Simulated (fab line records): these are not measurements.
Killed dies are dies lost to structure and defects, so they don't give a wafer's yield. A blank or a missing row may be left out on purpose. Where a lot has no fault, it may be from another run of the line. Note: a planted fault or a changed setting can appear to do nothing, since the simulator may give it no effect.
Code-filled problem report in 8D (eight disciplines) form / flow n5-finfet / the parts of the form that need people (team, actions taken, sign-off) are left out

== 1. THE ISSUE ==
Mean of run-length-s at N5_HKMG_FIN_ETCH_35: 217.2 s across 2 wafers in 2 lots; on wafers with no fault it is 266.9 s (standard deviation 0.36). That is -99 or more standard deviations from the usual mean.
The step: etches SOC in N2/H2, target depth 215.8 nm, time 243.4 s.
Seen first at day 5 23:10 on rie-diel-01, wafer L669.5. The record has a number at this step for 30 wafers belonging to 10 lots. Rule for "out", or "out of limits": more than 4 standard deviations from the usual mean. The other wafers with a number count as sound.

== 2. WHAT IT IS, AND WHAT IT ISN'T ==
question=which readings at this step | is=run-length-s | is not=drypump-motor-current-A, oes-product-au
question=which lots | is=L669, L671 | is not=L663, L664, L668, L670, L672, L680, L681, L683
question=which wafers of those lots | is=L669.5, L671.2 | is not=L669.2, L669.3, L671.5, L671.6
question=read on which tools | is=rie-diel-01 | is not=rie-diel-04, rie-diel-05
question=when | is=from day 5 23:10 | is not=up to then (11 sound wafers); but 17 sound wafers of L670, L671, L672, L680, L681, L683 came after

== 3. SUSPECTS, AND WHAT RULES EACH OUT ==
Counting: any tool at a process step up to the reading remains a suspect provided it ran every lot that is out. Sound lots after the first of them don't rule it out here, since some wafers of a struck lot are sound.
- rie-diel-01 at N5_HKMG_FIN_ETCH_35 (etches SOC in N2/H2, target depth 215.8 nm, time 243.4 s): kept. It ran every lot that is out, first L669 (day 5 23:10); its last sound lot up to then is L668 (day 5 14:25). Its own readings are out on those wafers: run-length-s.
- In rie-diel-01 at N5_HKMG_FIN_ETCH_35, the wafers that are out were processed in chamber 1 and their sound lot-mates in chambers 0, 2, 3.
After counting, what remains is rie-diel-01 at N5_HKMG_FIN_ETCH_35.

== 4. THE CAUSE (what the simulator had put in) ==
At N5_HKMG_FIN_ETCH_35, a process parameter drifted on rie-diel-01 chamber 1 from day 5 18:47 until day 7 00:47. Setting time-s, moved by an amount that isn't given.
The count eliminated every tool but this one.

== 5. SEQUENCE OF EFFECTS, ordered by route ==
Rows list readings where the struck wafers' mean (over those with a number) sits beyond 3 standard deviations from the usual. Only readings whose record carries a usual standard deviation are examined. hours: median over the lots of the time between each lot's start at the first step of this table that gives one and its start at this step. sigmas: the change, counted in usual standard deviations.
hours=0; step=N5_HKMG_FIN_ETCH_35; reading=run-length-s; usual=266.9 s; on struck wafers=217.2; change=-49.6; sigmas=-99 or more
Its process steps:
- N5_HKMG_FIN_ETCH_35: etches SOC in N2/H2, target depth 215.8 nm, time 243.4 s.
Later steps that measure or inspect, where all struck wafers having a row at the step show a number for every such reading and not one has moved that far: N5_BEOL_M4_RC_MEAS_101.

== 6. HOW IT WOULD HAVE BEEN CAUGHT EARLIER ==
The fault began at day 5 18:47; the first out-of-limits reading in this record came at day 5 23:10, 4 hours later.
